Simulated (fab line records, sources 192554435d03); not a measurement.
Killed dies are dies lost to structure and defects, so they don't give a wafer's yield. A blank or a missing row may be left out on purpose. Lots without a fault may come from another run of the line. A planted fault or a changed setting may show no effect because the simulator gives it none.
Chamber matching | flow n5_finfet | N5_GATE_CUT_STRIP_41 on rie_diel-02: 4 sister chambers
The step strips in CF4. 14 wafers are shown with their chamber, then 7 later ones without.

WAFERS WITH THEIR CHAMBER
wafer  | chamber | showerhead_plenum_p_Torr (Torr) | drypump_motor_current_A (A) | throttle_valve_pct (%)
L078.2 | 1       | 1.91                            | 5.6                         | 13.20
L078.3 | 2       | 1.74                            | 6.5                         | 13.77
L078.5 | 1       | 1.91                            | 5.6                         | 13.17
L082.1 | 3       | 1.91                            | 5.9                         | 13.17
L082.2 | 1       | 1.90                            | 5.7                         | 13.18
L082.4 | 2       | 1.74                            | 6.5                         | 13.78
L089.1 | 2       | 1.74                            | 6.5                         | 13.80
L089.3 | 0       | 1.87                            | 5.1                         | 13.79
L089.5 | 2       | 1.74                            | 6.5                         | 13.80
L091.1 | 1       | 1.90                            | 5.6                         | 13.24
L091.3 | 3       | 1.91                            | 5.8                         | 13.19
L091.5 | 3       | 1.91                            | 5.9                         | 13.21
L092.1 | 0       | 1.87                            | 5.1                         | 13.81
L092.2 | 1       | 1.90                            | 5.6                         | 13.23

SIGNATURES (means of the wafers above)
reading                  | chamber 0 | chamber 1 | chamber 2 | chamber 3 | scatter within a chamber
showerhead_plenum_p_Torr | 1.8700    | 1.9040    | 1.7400    | 1.9100    | 0.00346
drypump_motor_current_A  | 5.100     | 5.620     | 6.500     | 5.867     | 0.0383
throttle_valve_pct       | 13.8000   | 13.2040   | 13.7875   | 13.1900   | 0.0232
Rule: a wafer's distance from a chamber is the root of the sum, over the readings, of the square of ((its reading less the chamber's mean) divided by the reading's scatter). The wafer belongs to the nearest chamber; if the next one is less than 2 further off, it can't be placed. The scatter: the root of (the sum of the squares of (reading less its chamber's mean) over the shown wafers, divided by (wafers less chambers)).

WAFERS WITHOUT THEIR CHAMBER
wafer  | showerhead_plenum_p_Torr (Torr) | drypump_motor_current_A (A) | throttle_valve_pct (%)
L092.6 | 1.90                            | 5.6                         | 13.23
L095.2 | 1.87                            | 5.1                         | 13.81
L095.3 | 1.74                            | 6.5                         | 13.81
L095.5 | 1.90                            | 5.8                         | 13.21
L096.1 | 1.73                            | 6.5                         | 13.83
L096.2 | 1.90                            | 5.8                         | 13.23
L096.5 | 1.90                            | 5.7                         | 13.24

WHICH CHAMBER EACH WENT THROUGH
wafer  | from the rows above     | in truth
L092.6 | 1                       | 1
L095.2 | 0                       | 0
L095.3 | 2                       | 2
L095.5 | can't be placed: 3 or 1 | 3
L096.1 | 2                       | 2
L096.2 | can't be placed: 3 or 1 | 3
L096.5 | 1                       | 1
Placed correctly: 5 of 7. Can't be placed from these rows: 2 (the true chamber is among the candidates in 2). Placed wrongly: 0.
